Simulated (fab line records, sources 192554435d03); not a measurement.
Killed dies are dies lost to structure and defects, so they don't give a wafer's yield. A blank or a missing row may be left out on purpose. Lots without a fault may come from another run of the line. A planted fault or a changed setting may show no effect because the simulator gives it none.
Chamber matching | flow n5_finfet | N5_BEOL_M9_CURE_71 on uv_cure-02: 3 sister chambers
The step cures SiCOH lowk, time 240 s. 15 wafers are shown with their chamber, then 7 later ones without.

WAFERS WITH THEIR CHAMBER
wafer  | chamber | wafer_temp_C_max | lamp_power_pct (%)
L905.1 | 1       | 386.9            | 52.29
L905.5 | 1       | 386.5            | 52.29
L905.6 | 1       | 386.8            | 52.34
L906.3 | 0       | 387.5            | 52.32
L906.4 | 0       | 387.7            | 52.32
L906.6 | 0       | 387.5            | 52.36
L908.1 | 0       | 387.6            | 52.33
L908.4 | 0       | 387.8            | 52.33
L909.1 | 0       | 387.6            | 52.30
L909.3 | 0       | 386.9            | 52.31
L920.2 | 2       | 386.6            | 52.35
L920.3 | 2       | 386.7            | 52.41
L920.5 | 2       | 387.5            | 52.34
L924.3 | 0       | 388.2            | 52.29
L924.4 | 0       | 388.1            | 52.39

SIGNATURES (means of the wafers above)
reading          | chamber 0 | chamber 1 | chamber 2 | scatter within a chamber
wafer_temp_C_max | 387.656   | 386.733   | 386.933   | 0.378
lamp_power_pct   | 52.3278   | 52.3067   | 52.3667   | 0.0317
Rule: a wafer's distance from a chamber is the root of the sum, over the readings, of the square of ((its reading less the chamber's mean) divided by the reading's scatter). The wafer belongs to the nearest chamber; if the next one is less than 2 further off, it can't be placed. The scatter: the root of (the sum of the squares of (reading less its chamber's mean) over the shown wafers, divided by (wafers less chambers)).

WAFERS WITHOUT THEIR CHAMBER
wafer  | wafer_temp_C_max | lamp_power_pct (%)
L924.6 | 388.5            | 52.24
L925.3 | 387.5            | 52.27
L925.4 | 387.1            | 52.31
L925.5 | 387.1            | 52.34
L927.2 | 387.1            | 52.38
L927.3 | 386.2            | 52.28
L927.4 | 386.4            | 52.38

WHICH CHAMBER EACH WENT THROUGH
wafer  | from the rows above          | in truth
L924.6 | can't be placed: 0 or 1      | 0
L925.3 | can't be placed: 0 or 1 or 2 | 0
L925.4 | can't be placed: 1 or 0 or 2 | 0
L925.5 | can't be placed: 2 or 1 or 0 | 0
L927.2 | can't be placed: 2 or 0 or 1 | 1
L927.3 | can't be placed: 1 or 2      | 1
L927.4 | can't be placed: 2 or 1      | 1
Placed correctly: 0 of 7. Can't be placed from these rows: 7 (the true chamber is among the candidates in 7). Placed wrongly: 0.
